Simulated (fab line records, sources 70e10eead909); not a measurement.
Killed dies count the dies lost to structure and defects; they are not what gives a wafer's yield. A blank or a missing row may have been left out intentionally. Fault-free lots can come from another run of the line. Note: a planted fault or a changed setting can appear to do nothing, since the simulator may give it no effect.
Matching of chambers	flow nand_harc	NHARC_A_CHANNEL_FILL_D1_CMP_10 on cmp-04: 4 sister chambers
The step polishes, target thk 150 nm. 22 wafers are shown with their chamber, then 11 later ones without.

== WAFERS WITH THEIR CHAMBER ==
wafer	chamber	motor_current_A (A)	time_to_endpoint_s (s)
L074.1	0	11.6	15.8
L074.2	1	12.0	18.0
L074.3	3	12.1	13.4
L078.1	0	11.1	16.3
L078.3	1	11.9	17.4
L078.6	2	13.7	14.4
L078.2	2	12.8	15.0
L078.4	3	12.1	15.7
L078.5	1	12.3	18.4
L079.1	3	11.8	15.3
L079.2	0	10.8	15.9
L079.6	1	11.8	19.1
L086.1	1	11.8	19.3
L086.2	2	13.5	19.1
L086.4	3	11.7	15.9
L087.2	2	12.9	14.7
L087.3	1	11.9	16.5
L087.4	0	10.5	15.4
L089.2	2	14.0	16.1
L089.4	1	12.1	17.5
L089.5	0	11.0	14.7
L090.2	2	14.5	15.6

SIGNATURES (averages over the wafers above)
reading	chamber 0	chamber 1	chamber 2	chamber 3	scatter within a chamber
motor_current_A	11.000	11.971	13.567	11.925	0.415
time_to_endpoint_s	15.620	18.029	15.817	15.075	1.21
Rule: distance of a wafer from a chamber = root of the sum over the readings of ((wafer's reading minus chamber's mean) / reading's scatter) squared. The wafer belongs to the nearest chamber; if the next one is less than 2 further off, it can't be placed. The scatter: take each reading less its chamber's mean, square it, sum over the shown wafers, divide by the number of wafers less the number of chambers, and take the root.

== WAFERS MISSING THEIR CHAMBER ==
wafer	motor_current_A (A)	time_to_endpoint_s (s)
L090.4	10.5	17.0
L090.5	10.8	18.4
L090.1	12.2	15.4
L090.3	12.7	20.2
L090.6	12.0	19.7
L093.1	11.3	15.6
L093.3	14.1	16.3
L093.4	11.6	13.4
L094.1	11.5	15.6
L094.2	13.7	17.0
L094.5	11.5	15.0

== CHAMBER TAKEN BY EACH ==
wafer	from the rows above	in truth
L090.4	can't be placed: 0 or 1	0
L090.5	can't be placed: 0 or 1 or 3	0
L090.1	can't be placed: 3 or 1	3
L090.3	can't be placed: 1 or 2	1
L090.6	1	1
L093.1	can't be placed: 0 or 3 or 1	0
L093.3	2	2
L093.4	can't be placed: 3 or 0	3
L094.1	can't be placed: 3 or 0 or 1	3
L094.2	2	2
L094.5	can't be placed: 3 or 0 or 1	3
Correctly placed: 3 of 11. Unplaceable from these rows: 8, with the true chamber sitting among the candidates in 8. Placed wrongly: 0.
